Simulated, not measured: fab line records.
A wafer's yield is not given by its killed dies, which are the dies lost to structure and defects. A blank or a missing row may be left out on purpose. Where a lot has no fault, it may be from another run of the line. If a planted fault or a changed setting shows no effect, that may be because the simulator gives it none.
Split-lot experiment / flow n5-finfet / route with 1938 steps; 7 lots, 21 wafers read

ABOUT THE SPLIT
At N5_MOL_CONTACT_COAG_VIA_ETCH_117 (etches SiO2 in C4F6/O2, target depth 40 nm, overetch 8 nm, time 26 s), the setting bias-w was moved away from the recipe's 455 W on 7 of the 21 wafers read, by -16.0% to +15.5%. For the rest of the wafers, this setting stayed at what the recipe calls for.

The reading is taken at the split's own step.

THE READING
rf-vpp-V, in V, at N5_MOL_CONTACT_COAG_VIA_ETCH_117 (etches SiO2 in C4F6/O2, target depth 40 nm, overetch 8 nm, time 26 s). On this fab line, fault-free wafers typically give 1579 V with a standard deviation of 31 V.

wafer=L077.3; tool, chamber at the split=rie-diel-02, 1; bias-w as run, W=455; against the recipe=recipe; rf-vpp-V, V=1521; against lot-mates on the recipe=-
wafer=L077.5; tool, chamber at the split=rie-diel-02, 3; bias-w as run, W=455; against the recipe=recipe; rf-vpp-V, V=1637; against lot-mates on the recipe=-
wafer=L077.6; tool, chamber at the split=rie-diel-02, 0; bias-w as run, W=484; against the recipe=+6.4%; rf-vpp-V, V=1639; against lot-mates on the recipe=+60
wafer=L079.1; tool, chamber at the split=rie-diel-02, 2; bias-w as run, W=455; against the recipe=recipe; rf-vpp-V, V=1587; against lot-mates on the recipe=-
wafer=L079.3; tool, chamber at the split=rie-diel-02, 3; bias-w as run, W=455; against the recipe=recipe; rf-vpp-V, V=1636; against lot-mates on the recipe=-
wafer=L079.4; tool, chamber at the split=rie-diel-02, 0; bias-w as run, W=455; against the recipe=recipe; rf-vpp-V, V=1566; against lot-mates on the recipe=-
wafer=L080.2; tool, chamber at the split=rie-diel-06, 2; bias-w as run, W=455; against the recipe=recipe; rf-vpp-V, V=1540; against lot-mates on the recipe=-
wafer=L080.5; tool, chamber at the split=rie-diel-06, 2; bias-w as run, W=455; against the recipe=recipe; rf-vpp-V, V=1540; against lot-mates on the recipe=-
wafer=L080.6; tool, chamber at the split=rie-diel-06, 1; bias-w as run, W=382.1; against the recipe=-16.0%; rf-vpp-V, V=1382; against lot-mates on the recipe=-158
wafer=L081.1; tool, chamber at the split=rie-diel-04, 1; bias-w as run, W=525.5; against the recipe=+15.5%; rf-vpp-V, V=1776; against lot-mates on the recipe=+211
wafer=L081.5; tool, chamber at the split=rie-diel-04, 1; bias-w as run, W=525.5; against the recipe=+15.5%; rf-vpp-V, V=1776; against lot-mates on the recipe=+211
wafer=L081.6; tool, chamber at the split=rie-diel-04, 2; bias-w as run, W=455; against the recipe=recipe; rf-vpp-V, V=1565; against lot-mates on the recipe=-
wafer=L085.1; tool, chamber at the split=rie-diel-04, 2; bias-w as run, W=455; against the recipe=recipe; rf-vpp-V, V=1565; against lot-mates on the recipe=-
wafer=L085.2; tool, chamber at the split=rie-diel-04, 3; bias-w as run, W=398.9; against the recipe=-12.3%; rf-vpp-V, V=1395; against lot-mates on the recipe=-170
wafer=L085.5; tool, chamber at the split=rie-diel-04, 0; bias-w as run, W=398.9; against the recipe=-12.3%; rf-vpp-V, V=1432; against lot-mates on the recipe=-133
wafer=L086.1; tool, chamber at the split=rie-diel-02, 0; bias-w as run, W=455; against the recipe=recipe; rf-vpp-V, V=1564; against lot-mates on the recipe=-
wafer=L086.5; tool, chamber at the split=rie-diel-02, 3; bias-w as run, W=455; against the recipe=recipe; rf-vpp-V, V=1634; against lot-mates on the recipe=-
wafer=L086.6; tool, chamber at the split=rie-diel-02, 0; bias-w as run, W=455; against the recipe=recipe; rf-vpp-V, V=1566; against lot-mates on the recipe=-
wafer=L088.1; tool, chamber at the split=rie-diel-06, 1; bias-w as run, W=455; against the recipe=recipe; rf-vpp-V, V=1575; against lot-mates on the recipe=-
wafer=L088.2; tool, chamber at the split=rie-diel-06, 0; bias-w as run, W=455; against the recipe=recipe; rf-vpp-V, V=1594; against lot-mates on the recipe=-
wafer=L088.5; tool, chamber at the split=rie-diel-06, 1; bias-w as run, W=490.7; against the recipe=+7.8%; rf-vpp-V, V=1666; against lot-mates on the recipe=+82

FIT RESULTS
A straight line over all 21 wafers: rf-vpp-V changes by +12.6 V for each +1% of bias-w; r = +0.95; the points scatter about the line by 31 V.
The same after taking each lot's own level away (the mean of its wafers on the recipe; 21 wafers): +12.1 V for each +1%; r = +0.95; scatter 29 V.
According to that fit, moving bias-w by its largest amount changes the reading by 1.9e+02 V.
Across the lots, their own levels run from 1540.0 to 1596.3 V, a range of 1.8 times the standard deviation given above.
Consequently the slope shifts little with the lot-to-lot level, the two slopes agreeing.
Check: -204 V against its lot-mates is what the line predicts for one of the wafers moved furthest among these (-16.0%) when that wafer is left out of the fit. Against them it came out at -158 V.
Tool readings at the split's step, against how far the setting was moved: rf-vpp-V r = +0.95.

THE OTHER SPLITS THESE WAFERS WENT THROUGH
Before the reading, these wafers also passed through other splits. Each is held against what the fit with the lots' levels taken away leaves over:
other split on the same wafers=N5_GATE_CUT_ETCH_58 time-s; wafers away from the commonest value=5; r with rf-vpp-V (lot level and that fit taken away)=+0.18
other split on the same wafers=N5_MOL_CONTACT_COAG_ALD_27 ald-cycles; wafers away from the commonest value=6; r with rf-vpp-V (lot level and that fit taken away)=-0.13
other split on the same wafers=N5_MOL_CONTACT_COAG_EXPOSE_81 dose-mj; wafers away from the commonest value=8; r with rf-vpp-V (lot level and that fit taken away)=-0.10
other split on the same wafers=N5_MOL_CONTACT_COAG_ALD_133 ald-cycles; wafers away from the commonest value=8; r with rf-vpp-V (lot level and that fit taken away)=-0.08

THE FILE'S OWN FIT
rf-vpp-V changes by +11.6 V for each +1% of bias-w, r = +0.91.
